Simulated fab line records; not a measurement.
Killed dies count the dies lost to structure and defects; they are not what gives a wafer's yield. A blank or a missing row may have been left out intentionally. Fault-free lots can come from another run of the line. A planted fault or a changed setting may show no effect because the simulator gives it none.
Matching of chambers | flow n5-finfet | N5_STI_FIN_REVEAL_STRIP_24 on rie-diel-02: 4 sister chambers
The step strips in N2/H2, time 90 s. 24 wafers are shown with their chamber, then 12 later ones without.

== WAFERS WITH THEIR CHAMBER ==
wafer  | chamber | showerhead-plenum-p-Torr (Torr) | oes-product-au (a.u.) | drypump-motor-current-A (A)
L077.1 | 1       | 3.53                            | 0.77                  | 5.8
L077.4 | 2       | 3.57                            | 0.86                  | 5.7
L077.6 | 3       | 3.27                            | 0.82                  | 5.6
L080.3 | 3       | 3.27                            | 0.82                  | 5.6
L080.4 | 2       | 3.57                            | 0.85                  | 5.7
L080.5 | 2       | 3.57                            | 0.86                  | 5.7
L081.1 | 2       | 3.57                            | 0.85                  | 5.7
L081.2 | 3       | 3.26                            | 0.80                  | 5.7
L081.4 | 0       | 3.24                            | 0.73                  | 5.6
L084.4 | 2       | 3.57                            | 0.84                  | 5.7
L084.5 | 1       | 3.52                            | 0.76                  | 5.8
L084.6 | 0       | 3.24                            | 0.73                  | 5.7
L088.2 | 1       | 3.51                            | 0.75                  | 5.8
L088.5 | 1       | 3.51                            | 0.75                  | 5.8
L088.6 | 2       | 3.56                            | 0.82                  | 5.7
L089.1 | 0       | 3.23                            | 0.72                  | 5.6
L089.2 | 2       | 3.56                            | 0.83                  | 5.7
L089.3 | 3       | 3.26                            | 0.80                  | 5.6
L090.3 | 2       | 3.56                            | 0.82                  | 5.7
L090.5 | 0       | 3.23                            | 0.72                  | 5.6
L090.6 | 3       | 3.26                            | 0.79                  | 5.6
L092.1 | 3       | 3.25                            | 0.79                  | 5.6
L092.2 | 2       | 3.56                            | 0.83                  | 5.7
L092.5 | 3       | 3.25                            | 0.78                  | 5.6

SIGNATURES, as means of the wafers listed above
reading                  | chamber 0 | chamber 1 | chamber 2 | chamber 3 | scatter within a chamber
showerhead-plenum-p-Torr | 3.2350    | 3.5175    | 3.5656    | 3.2600    | 0.00706
oes-product-au           | 0.7250    | 0.7575    | 0.8400    | 0.8000    | 0.0137
drypump-motor-current-A  | 5.625     | 5.800     | 5.700     | 5.614     | 0.0283
Rule: for each reading, subtract the chamber's mean from the wafer's reading, divide by that reading's scatter and square the result; add these up over the readings and take the root, which gives the wafer's distance from the chamber. If the next closest chamber is less than 2 further off than the closest, the wafer can't be placed; otherwise it belongs to the closest. How the scatter is found: for the shown wafers, subtract from each reading the mean of its chamber, square and add these, divide the total by (wafers less chambers), then take the root.

== WAFERS MISSING THEIR CHAMBER ==
wafer  | showerhead-plenum-p-Torr (Torr) | oes-product-au (a.u.) | drypump-motor-current-A (A)
L093.1 | 3.25                            | 0.78                  | 5.6
L093.4 | 3.56                            | 0.82                  | 5.7
L093.5 | 3.25                            | 0.79                  | 5.6
L094.1 | 3.25                            | 0.78                  | 5.6
L094.5 | 3.55                            | 0.82                  | 5.7
L094.6 | 3.25                            | 0.78                  | 5.7
L095.4 | 3.51                            | 0.74                  | 5.8
L095.5 | 3.51                            | 0.74                  | 5.8
L095.6 | 3.23                            | 0.72                  | 5.6
L096.3 | 3.55                            | 0.81                  | 5.7
L096.4 | 3.50                            | 0.75                  | 5.8
L096.6 | 3.25                            | 0.78                  | 5.6

== WHICH CHAMBER EACH WENT THROUGH ==
wafer  | from the rows above     | in truth
L093.1 | 3                       | 3
L093.4 | 2                       | 2
L093.5 | 3                       | 3
L094.1 | 3                       | 3
L094.5 | 2                       | 2
L094.6 | can't be placed: 3 or 0 | 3
L095.4 | 1                       | 1
L095.5 | 1                       | 1
L095.6 | 0                       | 0
L096.3 | 2                       | 2
L096.4 | 1                       | 1
L096.6 | 3                       | 3
Placed correctly: 11 of 12. Cannot be placed on the basis of these rows: 1; the candidates contain the true chamber in 1. 0 placed wrongly.
